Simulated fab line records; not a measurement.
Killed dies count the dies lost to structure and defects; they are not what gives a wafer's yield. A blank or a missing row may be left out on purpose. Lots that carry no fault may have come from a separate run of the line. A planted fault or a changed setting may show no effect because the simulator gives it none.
Matching of chambers || flow n5 finfet || N5_MOL_CONTACT_COAG_STRIP_98 on rie diel-05: 4 sister chambers
The step strips in N2/H2. 8 wafers are shown with their chamber, then 10 later ones without.

EACH WAFER AND ITS CHAMBER
{"wafer": "L084.1", "chamber": 0, "drypump motor current A (A)": 6.1, "showerhead plenum p Torr (Torr)": 3.30}
{"wafer": "L084.6", "chamber": 1, "drypump motor current A (A)": 5.9, "showerhead plenum p Torr (Torr)": 3.29}
{"wafer": "L087.6", "chamber": 1, "drypump motor current A (A)": 5.9, "showerhead plenum p Torr (Torr)": 3.29}
{"wafer": "L088.4", "chamber": 2, "drypump motor current A (A)": 5.1, "showerhead plenum p Torr (Torr)": 3.29}
{"wafer": "L088.5", "chamber": 3, "drypump motor current A (A)": 6.7, "showerhead plenum p Torr (Torr)": 3.37}
{"wafer": "L088.6", "chamber": 2, "drypump motor current A (A)": 5.1, "showerhead plenum p Torr (Torr)": 3.29}
{"wafer": "L093.1", "chamber": 0, "drypump motor current A (A)": 6.0, "showerhead plenum p Torr (Torr)": 3.29}
{"wafer": "L093.3", "chamber": 3, "drypump motor current A (A)": 6.7, "showerhead plenum p Torr (Torr)": 3.36}

WAFERS WHOSE CHAMBER IS MISSING
{"wafer": "L093.4", "drypump motor current A (A)": 5.1, "showerhead plenum p Torr (Torr)": 3.29}
{"wafer": "L094.1", "drypump motor current A (A)": 6.6, "showerhead plenum p Torr (Torr)": 3.36}
{"wafer": "L094.3", "drypump motor current A (A)": 5.1, "showerhead plenum p Torr (Torr)": 3.29}
{"wafer": "L094.4", "drypump motor current A (A)": 5.9, "showerhead plenum p Torr (Torr)": 3.28}
{"wafer": "L096.2", "drypump motor current A (A)": 6.1, "showerhead plenum p Torr (Torr)": 3.29}
{"wafer": "L096.3", "drypump motor current A (A)": 5.1, "showerhead plenum p Torr (Torr)": 3.29}
{"wafer": "L096.4", "drypump motor current A (A)": 5.9, "showerhead plenum p Torr (Torr)": 3.28}
{"wafer": "L097.2", "drypump motor current A (A)": 5.9, "showerhead plenum p Torr (Torr)": 3.28}
{"wafer": "L097.4", "drypump motor current A (A)": 6.7, "showerhead plenum p Torr (Torr)": 3.36}
{"wafer": "L097.5", "drypump motor current A (A)": 6.7, "showerhead plenum p Torr (Torr)": 3.36}

WHICH CHAMBER EACH ONE RAN IN
{"wafer": "L093.4", "from the rows above": 2, "in truth": 2}
{"wafer": "L094.1", "from the rows above": 3, "in truth": 3}
{"wafer": "L094.3", "from the rows above": 2, "in truth": 2}
{"wafer": "L094.4", "from the rows above": 1, "in truth": 1}
{"wafer": "L096.2", "from the rows above": 0, "in truth": 0}
{"wafer": "L096.3", "from the rows above": 2, "in truth": 2}
{"wafer": "L096.4", "from the rows above": 1, "in truth": 1}
{"wafer": "L097.2", "from the rows above": 1, "in truth": 1}
{"wafer": "L097.4", "from the rows above": 3, "in truth": 3}
{"wafer": "L097.5", "from the rows above": 3, "in truth": 3}
Placed correctly: 10 of 10. Not placeable from these rows: 0. Placed wrongly: 0.
How it was worked out, from the rows above alone: a wafer's distance from a chamber is the root of the sum, over the readings, of the square of ((its reading less the chamber's mean) divided by the reading's scatter). If the next closest chamber is less than 2 further off than the closest, the wafer can't be placed; otherwise it belongs to the closest. Each chamber's mean is taken over the wafers shown for it. The scatter: the root of (the sum of the squares of (reading less its chamber's mean) over the shown wafers, divided by (wafers less chambers)).
